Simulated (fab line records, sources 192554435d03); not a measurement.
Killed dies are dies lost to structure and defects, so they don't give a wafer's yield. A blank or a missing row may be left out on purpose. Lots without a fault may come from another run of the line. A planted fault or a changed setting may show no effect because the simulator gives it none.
Which tool did it? | flow n5_finfet | 11 lots, 30 wafers sampled, at 1 step of a route of 1938

WHAT THE GAUGES READ, wafer by wafer
N5_BEOL_M4_RC_MEAS_101. Usual: DIBL_N 36.2 mV/V, standard deviation 2.2; DIBL_P 36.5 mV/V, standard deviation 3; IOFF_N 0.16 nA/um, standard deviation 0.039; IOFF_P 0.22 nA/um, standard deviation 0.047; ION_N 675 uA/um, standard deviation 15; ION_P 463 uA/um, standard deviation 10; SS_N 71.6 mV/dec, standard deviation 0.71; SS_P 73.4 mV/dec, standard deviation 0.94; VT_N 250 mV, standard deviation 3.6; VT_P -250 mV, standard deviation 3.9.
lot  | measured     | on        | DIBL_N (mV/V)  | DIBL_P (mV/V)  | IOFF_N (nA/um) | IOFF_P (nA/um) | ION_N (uA/um) | ION_P (uA/um) | SS_N (mV/dec)  | SS_P (mV/dec)  | VT_N (mV)   | VT_P (mV)      | flag
L957 | day 8 21:22  | prober-01 | 38.5 35.3 37.7 | 39.0 35.3 37.4 | 0.20 0.14 0.18 | 0.28 0.23 0.25 | 687 662 690   | 476 462 473   | 72.4 70.6 71.3 | 73.7 73.4 72.9 | 247 249 246 | -245 -245 -245 |
L956 | day 9 02:36  | prober-02 | 35.1 35.4 32.2 | 35.7 37.1 32.7 | 0.14 0.15 0.10 | 0.18 0.21 0.16 | 664 678 650   | 451 468 450   | 71.3 71.5 70.5 | 73.3 73.0 72.2 | 253 250 257 | -254 -250 -253 |
L960 | day 10 02:25 | prober-02 | 29.9 35.6      | 28.0 35.0      | 0.08 0.17      | 0.10 0.17      | 634 681       | 431 455       | 70.5 71.5      | 71.9 72.6      | 259 247     | -261 -256      |
L962 | day 10 11:17 | prober-02 | 37.8 32.0      | 41.4 33.5      | 0.19 0.10      | 0.29 0.17      | 672 647       | 471 454       | 72.0 69.9      | 73.6 72.1      | 249 255     | -245 -251      |
L963 | day 10 14:29 | prober-02 | 35.6 35.6 33.2 | 36.8 36.7 34.3 | 0.15 0.15 0.12 | 0.21 0.20 0.18 | 663 690 657   | 463 473 454   | 71.8 71.2 70.3 | 73.6 73.7 73.6 | 252 251 255 | -248 -251 -251 |
L964 | day 11 08:44 | prober-02 | 36.6 33.4      | 35.0 33.1      | 0.16 0.12      | 0.21 0.20      | 664 676       | 459 476       | 71.3 71.6      | 73.4 72.1      | 251 256     | -250 -250      |
L965 | day 11 16:40 | prober-02 | 35.9 41.9 36.9 | 35.5 41.5 35.8 | 0.14 0.26 0.15 | 0.19 0.29 0.19 | 686 690 685   | 468 470 461   | 71.3 73.5 71.1 | 72.7 74.6 73.0 | 249 243 253 | -251 -248 -253 |
L966 | day 11 16:50 | prober-01 | 38.2 35.4 34.8 | 38.9 36.4 36.2 | 0.18 0.13 0.15 | 0.21 0.17 0.19 | 669 667 698   | 458 461 475   | 71.9 71.2 70.6 | 74.2 73.1 73.2 | 249 253 248 | -252 -256 -252 |
L971 | day 13 01:37 | prober-02 | 32.2 35.6 36.5 | 32.2 35.7 37.0 | 0.12 0.16 0.18 | 0.19 0.24 0.29 | 669 678 686   | 476 466 475   | 70.6 71.2 71.6 | 71.6 72.7 73.8 | 251 248 244 | -247 -244 -240 |
L974 | day 14 05:14 | prober-02 | 42.3 34.6 38.5 | 42.9 33.3 38.0 | 0.26 0.12 0.19 | 0.34 0.16 0.23 | 684 661 680   | 467 457 459   | 72.5 70.7 72.2 | 76.7 73.3 74.4 | 247 254 247 | -246 -255 -250 |
L975 | day 14 09:05 | prober-01 | 34.2 36.0 32.6 | 36.4 37.1 33.2 | 0.15 0.18 0.12 | 0.21 0.22 0.17 | 678 682 665   | 460 462 457   | 71.5 71.9 71.3 | 74.1 73.2 72.6 | 248 246 251 | -249 -250 -254 |

WHICH TOOL RAN EACH LOT (tool, then ch and the chambers of the sampled wafers, then the start)
The record holds no process step before these readings.

WHAT THE TOOLS THEMSELVES READ (means of the sampled wafers that have a number; where no wafer has one, the mark that the record gives instead)
The record holds no such reading with a usual standard deviation.

THE ANSWER, worked out from the rows above alone
Rule: a lot is off if the mean of its wafers that have a number lies more than 3 standard deviations from the usual mean. A lot without any number at a reading at which 4 lots or more have one is off too. The other lots that the step has rows for count as sound. The gauges are gone through in route order, then the tools' own readings, and for those a lot's mean is taken as printed above. The first step at which some lot is off is used, and at that step the reading that is off furthest; a lot without a number counts as furthest.
No lot is off at any reading shown: from this, nothing can be told.

WHAT THE SIMULATOR HAD PUT IN
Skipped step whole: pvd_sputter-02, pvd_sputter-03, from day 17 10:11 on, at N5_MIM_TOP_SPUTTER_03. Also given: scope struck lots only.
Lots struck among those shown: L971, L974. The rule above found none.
